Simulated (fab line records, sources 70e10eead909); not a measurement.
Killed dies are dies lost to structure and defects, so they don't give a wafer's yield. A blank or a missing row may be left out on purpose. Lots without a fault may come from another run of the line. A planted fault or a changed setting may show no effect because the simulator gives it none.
A struck lot beside a sound one | flow nand_harc | 18 steps out of a route of 1159
Sound: wafers L246.1, L246.2, L246.3. Struck: wafers L257.1, L257.2, L257.3. The cause comes at the end.
At each step with rows: each side's tool, then ch and its chambers, then its first start. Under that, the readings that differ: sound wafers | struck wafers | difference of the means | sigmas: that difference in standard deviations of wafers without a fault.
alike: readings whose means differ by less than 2 such deviations, and words and numbers that are the same on both sides. not compared: withheld readings, readings that some wafer has no value for, bounds like >300 that may hide the same value, and numbers for which the record gives no deviation and whose values overlap.
The two part at a step that has a row with sigmas, a row that says differs or no value, or rows on one side only. Numbers that don't overlap but have no deviation are shown without sigmas and don't part them. A reading that every wafer of one side lacks parts them only if that side has two wafers or more.

NHARC_P_ZERO_WELL_CD_MEAS_24: target cd 720 nm.
  sound on cd_sem-02 ch 0, day 1 14:40; struck on cd_sem-03 ch 0, day 4 08:29
  alike: cd_nm
then, 1 step without rows for these wafers: NHARC_P_ZERO_WELL_HARDBAKE_25 (time 80 s).
NHARC_P_ZERO_WELL_DESCUM_26: chemistry O2, time 3 s.
  sound on rie_diel-08 ch 1,2,3, day 1 14:49; struck on rie_diel-12 ch 0,1,2, day 4 08:40
  alike: drypump_motor_current_A, oes_product_au, rf_vpp_V, showerhead_plenum_p_Torr, throttle_valve_pct
  not compared: rf_hours_counter_h
then, 9 steps without rows for these wafers: NHARC_P_ZERO_WELL_IMPLANT_27; NHARC_P_ZERO_WELL_IMPLANT_57; NHARC_P_ZERO_WELL_IMPLANT_58; NHARC_P_ZERO_WELL_STRIP_28 (strips in SPM, time 840 s); NHARC_P_ZERO_WELL_DEHYDRATE_29 (time 120 s); NHARC_P_ZERO_WELL_HMDS_30 (time 30 s); NHARC_P_ZERO_WELL_COAT_31; NHARC_P_ZERO_WELL_SOFTBAKE_32 (time 95 s); NHARC_P_ZERO_WELL_EBR_33.
NHARC_P_ZERO_WELL_EXPOSE_34: exposes mask P PWELL, target cd 720 nm.
  sound on krf_scanner-04 ch 0, day 1 16:08; struck on krf_scanner-04 ch 0, day 4 09:52
  reading | sound                         | struck                        | difference | sigmas
  mask    | P_PWELL#0 P_PWELL#0 P_PWELL#0 | P_NWELL#0 P_NWELL#0 P_NWELL#0 | differs    |
  alike: exposure_dose_mJ_cm2
then, 2 steps without rows for these wafers: NHARC_P_ZERO_WELL_PEB_35 (peb time 85 s); NHARC_P_ZERO_WELL_DEVELOP_36 (time 70 s).
NHARC_P_ZERO_WELL_CD_MEAS_37: target cd 720 nm.
  sound on cd_sem-03 ch 0, day 1 16:17; struck on cd_sem-02 ch 0, day 4 10:01
  reading    | sound             | struck | difference                    | sigmas
  cd_nm (nm) | 719.4 719.3 720.4 | - - -  | no value on the struck wafers |
then, 1 step without rows for these wafers: NHARC_P_ZERO_WELL_HARDBAKE_38 (time 80 s).
-- the record jumps here: 19 days lie between the struck wafers' starts before and after (it left off in module P_ZERO_WELL and takes up again in module END, whose first step shown is number 1159 of the route) --
NHARC_END_SORT_01:
  the record has rows for the struck wafers here (prober-01 ch 0, day 23 12:26) and none for the sound ones

WHERE THEY PART
First at NHARC_P_ZERO_WELL_EXPOSE_34; last, within this record, at NHARC_END_SORT_01.

WHY: what the simulator had put in
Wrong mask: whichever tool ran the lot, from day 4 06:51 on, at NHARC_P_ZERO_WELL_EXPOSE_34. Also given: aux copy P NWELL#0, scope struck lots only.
